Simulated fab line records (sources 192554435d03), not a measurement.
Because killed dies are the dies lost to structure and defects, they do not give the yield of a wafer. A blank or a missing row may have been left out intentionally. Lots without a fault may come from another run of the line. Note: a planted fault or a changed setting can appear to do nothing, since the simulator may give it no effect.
Matching of chambers || flow n5-finfet || N5_BEOL_M5_DESCUM_16 on rie-diel-04: 4 sister chambers
The step chemistry O2, time 7 s. 20 wafers are shown with their chamber, then 10 later ones without.

== WAFERS PAIRED WITH THEIR CHAMBERS ==
{"wafer": "L074.1", "chamber": 2, "drypump-motor-current-A (A)": 6.5, "showerhead-plenum-p-Torr (Torr)": 2.00, "throttle-valve-pct (%)": 20.71}
{"wafer": "L074.2", "chamber": 0, "drypump-motor-current-A (A)": 6.5, "showerhead-plenum-p-Torr (Torr)": 2.14, "throttle-valve-pct (%)": 20.54}
{"wafer": "L074.6", "chamber": 3, "drypump-motor-current-A (A)": 5.4, "showerhead-plenum-p-Torr (Torr)": 2.13, "throttle-valve-pct (%)": 20.29}
{"wafer": "L077.2", "chamber": 2, "drypump-motor-current-A (A)": 6.4, "showerhead-plenum-p-Torr (Torr)": 1.99, "throttle-valve-pct (%)": 20.71}
{"wafer": "L077.3", "chamber": 1, "drypump-motor-current-A (A)": 5.6, "showerhead-plenum-p-Torr (Torr)": 2.12, "throttle-valve-pct (%)": 20.49}
{"wafer": "L077.6", "chamber": 1, "drypump-motor-current-A (A)": 5.6, "showerhead-plenum-p-Torr (Torr)": 2.12, "throttle-valve-pct (%)": 20.48}
{"wafer": "L081.3", "chamber": 1, "drypump-motor-current-A (A)": 5.6, "showerhead-plenum-p-Torr (Torr)": 2.11, "throttle-valve-pct (%)": 20.49}
{"wafer": "L081.4", "chamber": 2, "drypump-motor-current-A (A)": 6.5, "showerhead-plenum-p-Torr (Torr)": 1.99, "throttle-valve-pct (%)": 20.70}
{"wafer": "L081.5", "chamber": 1, "drypump-motor-current-A (A)": 5.6, "showerhead-plenum-p-Torr (Torr)": 2.12, "throttle-valve-pct (%)": 20.49}
{"wafer": "L085.1", "chamber": 2, "drypump-motor-current-A (A)": 6.5, "showerhead-plenum-p-Torr (Torr)": 1.99, "throttle-valve-pct (%)": 20.72}
{"wafer": "L085.3", "chamber": 3, "drypump-motor-current-A (A)": 5.4, "showerhead-plenum-p-Torr (Torr)": 2.13, "throttle-valve-pct (%)": 19.82}
{"wafer": "L085.6", "chamber": 3, "drypump-motor-current-A (A)": 5.4, "showerhead-plenum-p-Torr (Torr)": 2.13, "throttle-valve-pct (%)": 19.82}
{"wafer": "L084.2", "chamber": 2, "drypump-motor-current-A (A)": 6.5, "showerhead-plenum-p-Torr (Torr)": 1.99, "throttle-valve-pct (%)": 20.72}
{"wafer": "L084.4", "chamber": 1, "drypump-motor-current-A (A)": 5.6, "showerhead-plenum-p-Torr (Torr)": 2.11, "throttle-valve-pct (%)": 20.52}
{"wafer": "L084.5", "chamber": 2, "drypump-motor-current-A (A)": 6.5, "showerhead-plenum-p-Torr (Torr)": 1.99, "throttle-valve-pct (%)": 20.72}
{"wafer": "L087.1", "chamber": 1, "drypump-motor-current-A (A)": 5.6, "showerhead-plenum-p-Torr (Torr)": 2.11, "throttle-valve-pct (%)": 20.52}
{"wafer": "L087.3", "chamber": 3, "drypump-motor-current-A (A)": 5.4, "showerhead-plenum-p-Torr (Torr)": 2.13, "throttle-valve-pct (%)": 19.83}
{"wafer": "L087.6", "chamber": 1, "drypump-motor-current-A (A)": 5.6, "showerhead-plenum-p-Torr (Torr)": 2.11, "throttle-valve-pct (%)": 20.53}
{"wafer": "L088.1", "chamber": 1, "drypump-motor-current-A (A)": 5.6, "showerhead-plenum-p-Torr (Torr)": 2.11, "throttle-valve-pct (%)": 20.52}
{"wafer": "L088.5", "chamber": 3, "drypump-motor-current-A (A)": 5.4, "showerhead-plenum-p-Torr (Torr)": 2.13, "throttle-valve-pct (%)": 19.83}

SIGNATURES (means of the wafers above)
{"reading": "drypump-motor-current-A", "chamber 0": 6.500, "chamber 1": 5.600, "chamber 2": 6.483, "chamber 3": 5.400, "scatter within a chamber": 0.0228}
{"reading": "showerhead-plenum-p-Torr", "chamber 0": 2.1400, "chamber 1": 2.1138, "chamber 2": 1.9917, "chamber 3": 2.1300, "scatter within a chamber": 0.00411}
{"reading": "throttle-valve-pct", "chamber 0": 20.5400, "chamber 1": 20.5050, "chamber 2": 20.7133, "chamber 3": 19.9180, "scatter within a chamber": 0.105}
Rule: for a wafer and a chamber, the distance is found by dividing, reading by reading, the gap between the wafer's reading and the chamber's mean by the reading's scatter, squaring, summing and taking the root. If the next closest chamber is less than 2 further off than the closest, the wafer can't be placed; otherwise it belongs to the closest. How the scatter is found: for the shown wafers, subtract from each reading the mean of its chamber, square and add these, divide the total by (wafers less chambers), then take the root.

== WAFERS WITHOUT THEIR CHAMBER ==
{"wafer": "L088.6", "drypump-motor-current-A (A)": 6.5, "showerhead-plenum-p-Torr (Torr)": 1.99, "throttle-valve-pct (%)": 20.72}
{"wafer": "L089.3", "drypump-motor-current-A (A)": 5.6, "showerhead-plenum-p-Torr (Torr)": 2.11, "throttle-valve-pct (%)": 20.55}
{"wafer": "L089.4", "drypump-motor-current-A (A)": 6.5, "showerhead-plenum-p-Torr (Torr)": 2.13, "throttle-valve-pct (%)": 20.20}
{"wafer": "L089.5", "drypump-motor-current-A (A)": 6.5, "showerhead-plenum-p-Torr (Torr)": 2.13, "throttle-valve-pct (%)": 20.21}
{"wafer": "L094.2", "drypump-motor-current-A (A)": 6.5, "showerhead-plenum-p-Torr (Torr)": 2.13, "throttle-valve-pct (%)": 20.23}
{"wafer": "L094.3", "drypump-motor-current-A (A)": 5.4, "showerhead-plenum-p-Torr (Torr)": 2.12, "throttle-valve-pct (%)": 19.86}
{"wafer": "L094.5", "drypump-motor-current-A (A)": 5.6, "showerhead-plenum-p-Torr (Torr)": 2.10, "throttle-valve-pct (%)": 20.56}
{"wafer": "L097.1", "drypump-motor-current-A (A)": 6.5, "showerhead-plenum-p-Torr (Torr)": 2.13, "throttle-valve-pct (%)": 20.23}
{"wafer": "L097.3", "drypump-motor-current-A (A)": 5.6, "showerhead-plenum-p-Torr (Torr)": 2.10, "throttle-valve-pct (%)": 20.54}
{"wafer": "L097.4", "drypump-motor-current-A (A)": 6.4, "showerhead-plenum-p-Torr (Torr)": 1.98, "throttle-valve-pct (%)": 20.76}

== CHAMBER TAKEN BY EACH ==
{"wafer": "L088.6", "from the rows above": 2, "in truth": 2}
{"wafer": "L089.3", "from the rows above": 1, "in truth": 1}
{"wafer": "L089.4", "from the rows above": 0, "in truth": 0}
{"wafer": "L089.5", "from the rows above": 0, "in truth": 0}
{"wafer": "L094.2", "from the rows above": 0, "in truth": 0}
{"wafer": "L094.3", "from the rows above": 3, "in truth": 3}
{"wafer": "L094.5", "from the rows above": 1, "in truth": 1}
{"wafer": "L097.1", "from the rows above": 0, "in truth": 0}
{"wafer": "L097.3", "from the rows above": 1, "in truth": 1}
{"wafer": "L097.4", "from the rows above": 2, "in truth": 2}
Placed correctly: 10 of 10. Can't be placed from these rows: 0. Placed wrongly: 0.
